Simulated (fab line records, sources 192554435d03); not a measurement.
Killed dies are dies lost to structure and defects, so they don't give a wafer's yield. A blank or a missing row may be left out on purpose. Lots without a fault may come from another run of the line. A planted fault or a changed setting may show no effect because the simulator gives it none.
Chamber matching | flow n5_finfet | N5_BEOL_M7_ETCH_72 on rie_diel-02: 4 sister chambers
The step etches underlayer in N2/H2, target depth 6.5 nm, time 5.2 s. 18 wafers are shown with their chamber, then 9 later ones without.

WAFERS WITH THEIR CHAMBER
wafer  | chamber | showerhead_plenum_p_Torr (Torr) | drypump_motor_current_A (A) | throttle_valve_pct (%)
L077.2 | 2       | 2.51                            | 5.8                         | 17.97
L077.3 | 3       | 2.45                            | 6.6                         | 18.15
L077.5 | 0       | 2.54                            | 6.5                         | 18.15
L081.4 | 1       | 2.63                            | 5.7                         | 17.96
L081.5 | 3       | 2.44                            | 6.5                         | 18.18
L081.6 | 0       | 2.54                            | 6.6                         | 18.21
L082.1 | 0       | 2.54                            | 6.5                         | 18.18
L082.2 | 2       | 2.51                            | 5.8                         | 17.99
L082.4 | 1       | 2.63                            | 5.7                         | 17.95
L080.3 | 3       | 2.44                            | 6.5                         | 18.19
L080.4 | 1       | 2.63                            | 5.7                         | 17.95
L080.5 | 1       | 2.63                            | 5.7                         | 17.96
L084.4 | 3       | 2.44                            | 6.5                         | 18.18
L084.5 | 2       | 2.51                            | 5.9                         | 17.97
L084.6 | 3       | 2.44                            | 6.5                         | 18.17
L090.1 | 2       | 2.51                            | 5.9                         | 18.00
L090.2 | 1       | 2.62                            | 5.7                         | 17.97
L090.4 | 0       | 2.54                            | 6.5                         | 18.20

SIGNATURES (means of the wafers above)
reading                  | chamber 0 | chamber 1 | chamber 2 | chamber 3 | scatter within a chamber
showerhead_plenum_p_Torr | 2.5400    | 2.6280    | 2.5100    | 2.4420    | 0.00338
drypump_motor_current_A  | 6.525     | 5.700     | 5.850     | 6.520     | 0.0427
throttle_valve_pct       | 18.1850   | 17.9580   | 17.9825   | 18.1740   | 0.0169
Rule: a wafer's distance from a chamber is the root of the sum, over the readings, of the square of ((its reading less the chamber's mean) divided by the reading's scatter). The wafer belongs to the nearest chamber; if the next one is less than 2 further off, it can't be placed. The scatter: the root of (the sum of the squares of (reading less its chamber's mean) over the shown wafers, divided by (wafers less chambers)).

WAFERS WITHOUT THEIR CHAMBER
wafer  | showerhead_plenum_p_Torr (Torr) | drypump_motor_current_A (A) | throttle_valve_pct (%)
L088.1 | 2.53                            | 6.5                         | 18.23
L088.3 | 2.62                            | 5.7                         | 18.00
L088.5 | 2.53                            | 6.5                         | 18.20
L097.2 | 2.50                            | 5.8                         | 17.66
L097.4 | 2.61                            | 5.7                         | 18.02
L097.6 | 2.61                            | 5.7                         | 18.00
L093.1 | 2.53                            | 6.5                         | 18.22
L093.2 | 2.61                            | 5.7                         | 18.01
L093.4 | 2.43                            | 6.6                         | 18.23

WHICH CHAMBER EACH WENT THROUGH
wafer  | from the rows above | in truth
L088.1 | 0                   | 0
L088.3 | 1                   | 1
L088.5 | 0                   | 0
L097.2 | 2                   | 2
L097.4 | 1                   | 1
L097.6 | 1                   | 1
L093.1 | 0                   | 0
L093.2 | 1                   | 1
L093.4 | 3                   | 3
Placed correctly: 9 of 9. Can't be placed from these rows: 0. Placed wrongly: 0.
